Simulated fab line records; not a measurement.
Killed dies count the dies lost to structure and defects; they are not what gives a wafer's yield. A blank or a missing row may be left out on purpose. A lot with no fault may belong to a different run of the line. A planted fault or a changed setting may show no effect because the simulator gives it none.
Which of the tools did it? / flow n5_finfet / 10 lots with 30 wafers sampled at 5 steps, on a route of 1938 steps

== WHAT EACH GAUGE READ, for each wafer ==
N5_PASSIVATION_INSPECT_67: inspects for defects (macro).
lot=L797; measured=day 12 14:33; on=defect_inspect-01; raw_defect_count=1 0 4
lot=L799; measured=day 13 08:16; on=defect_inspect-01; raw_defect_count=1 1 2
lot=L802; measured=day 13 07:14; on=defect_inspect-01; raw_defect_count=0 1 2
lot=L801; measured=day 13 11:41; on=defect_inspect-01; raw_defect_count=2 2 1
lot=L809; measured=day 15 07:59; on=defect_inspect-01; raw_defect_count=4 1 >300
lot=L810; measured=day 15 13:37; on=defect_inspect-02; raw_defect_count=2 0 >300
lot=L812; measured=day 16 13:46; on=defect_inspect-02; raw_defect_count=2 3 1
lot=L815; measured=day 17 06:17; on=defect_inspect-02; raw_defect_count=3 4 3
lot=L817; measured=day 17 10:14; on=defect_inspect-01; raw_defect_count=6 1 3
lot=L816; measured=day 17 17:54; on=defect_inspect-01; raw_defect_count=2 3 3

== EACH LOT AND THE TOOL THAT RAN IT (in order: tool; ch and the chambers of the sampled wafers; start) ==
lot=L797; N5_MIM_BOT_LITHO_DESCUM_10=rie_diel-05 ch 0,2,3, day 12 05:41; N5_PASSIVATION_PECVD_55=pecvd-01 ch 0,1,2, day 12 06:38; N5_PASSIVATION_DESCUM_12=rie_diel-01 ch 1,2,3, day 12 10:50; N5_PASSIVATION_PECVD_53=pecvd-04 ch 0,1,2, day 12 13:50
lot=L799; N5_MIM_BOT_LITHO_DESCUM_10=rie_diel-04 ch 0,1,3, day 12 22:51; N5_PASSIVATION_PECVD_55=pecvd-02 ch 0,1,2, day 12 23:52; N5_PASSIVATION_DESCUM_12=rie_diel-03 ch 0,1,2, day 13 01:59; N5_PASSIVATION_PECVD_53=pecvd-04 ch 0,1,2, day 13 07:33
lot=L802; N5_MIM_BOT_LITHO_DESCUM_10=rie_diel-05 ch 0,1,2, day 13 00:24; N5_PASSIVATION_PECVD_55=pecvd-01 ch 1,2, day 13 01:17; N5_PASSIVATION_DESCUM_12=rie_diel-02 ch 1,2, day 13 03:40; N5_PASSIVATION_PECVD_53=pecvd-04 ch 0,2, day 13 06:39
lot=L801; N5_MIM_BOT_LITHO_DESCUM_10=rie_diel-04 ch 1,3, day 13 04:45; N5_PASSIVATION_PECVD_55=pecvd-03 ch 0,1,2, day 13 05:38; N5_PASSIVATION_DESCUM_12=rie_diel-03 ch 1,2, day 13 06:08; N5_PASSIVATION_PECVD_53=pecvd-02 ch 1,2, day 13 10:57
lot=L809; N5_MIM_BOT_LITHO_DESCUM_10=rie_diel-06 ch 0,2, day 15 01:23; N5_PASSIVATION_PECVD_55=pecvd-01 ch 1,2, day 15 02:19; N5_PASSIVATION_DESCUM_12=rie_diel-01 ch 1,3, day 15 03:28; N5_PASSIVATION_PECVD_53=pecvd-04 ch 0,1,2, day 15 07:23
lot=L810; N5_MIM_BOT_LITHO_DESCUM_10=rie_diel-06 ch 0,3, day 15 07:53; N5_PASSIVATION_PECVD_55=pecvd-03 ch 1,2, day 15 08:47; N5_PASSIVATION_DESCUM_12=rie_diel-01 ch 0,1, day 15 09:16; N5_PASSIVATION_PECVD_53=pecvd-04 ch 0,1,2, day 15 12:52
lot=L812; N5_MIM_BOT_LITHO_DESCUM_10=rie_diel-06 ch 1,3, day 16 08:22; N5_PASSIVATION_PECVD_55=pecvd-02 ch 0,1, day 16 09:38; N5_PASSIVATION_DESCUM_12=rie_diel-02 ch 1,2,3, day 16 10:16; N5_PASSIVATION_PECVD_53=pecvd-02 ch 0,1,2, day 16 12:59
lot=L815; N5_MIM_BOT_LITHO_DESCUM_10=rie_diel-05 ch 1,3, day 17 01:31; N5_PASSIVATION_PECVD_55=pecvd-03 ch 0,2, day 17 02:28; N5_PASSIVATION_DESCUM_12=rie_diel-02 ch 1,2,3, day 17 03:05; N5_PASSIVATION_PECVD_53=pecvd-01 ch 0,2, day 17 05:34
lot=L817; N5_MIM_BOT_LITHO_DESCUM_10=rie_diel-05 ch 0,1,3, day 17 05:23; N5_PASSIVATION_PECVD_55=pecvd-01 ch 0,2, day 17 06:23; N5_PASSIVATION_DESCUM_12=rie_diel-03 ch 1,2, day 17 06:55; N5_PASSIVATION_PECVD_53=pecvd-01 ch 0,2, day 17 09:27
lot=L816; N5_MIM_BOT_LITHO_DESCUM_10=rie_diel-06 ch 2,3, day 17 12:24; N5_PASSIVATION_PECVD_55=pecvd-03 ch 0,2, day 17 13:19; N5_PASSIVATION_DESCUM_12=rie_diel-01 ch 0,1, day 17 14:16; N5_PASSIVATION_PECVD_53=pecvd-01 ch 0,2, day 17 17:11
- N5_MIM_BOT_LITHO_DESCUM_10: chemistry O2, time 7.9 s.
- N5_PASSIVATION_PECVD_55: deposits SiO2 from SiH4/N2O, target thk 400 nm, time 22.5 s.
- N5_PASSIVATION_DESCUM_12: chemistry O2, time 7.9 s.
- N5_PASSIVATION_PECVD_53: deposits SiO2 from TEOS/O2, target thk 800 nm, time 169.4 s.

== THE ANSWER, worked out from the rows above alone ==
Rule: what is usual is taken from the lots themselves. The widest of any qualifying gaps counts: lots, ordered by their means at a reading, are off when they make up no more than a third of the lots, leave a main group of 4 or more, and stand apart from it by 3 or more times the standard deviation of that group's means. A main group is skipped when, at the precision printed for the reading in the tables above, its means are all equal. A lot without any number at a reading at which 4 lots or more have one is off too. All remaining lots with rows at the step are treated as sound.
Across all readings shown, no lot is off: no conclusion can be drawn from this.

== WHAT WAS PUT IN BY THE SIMULATOR ==
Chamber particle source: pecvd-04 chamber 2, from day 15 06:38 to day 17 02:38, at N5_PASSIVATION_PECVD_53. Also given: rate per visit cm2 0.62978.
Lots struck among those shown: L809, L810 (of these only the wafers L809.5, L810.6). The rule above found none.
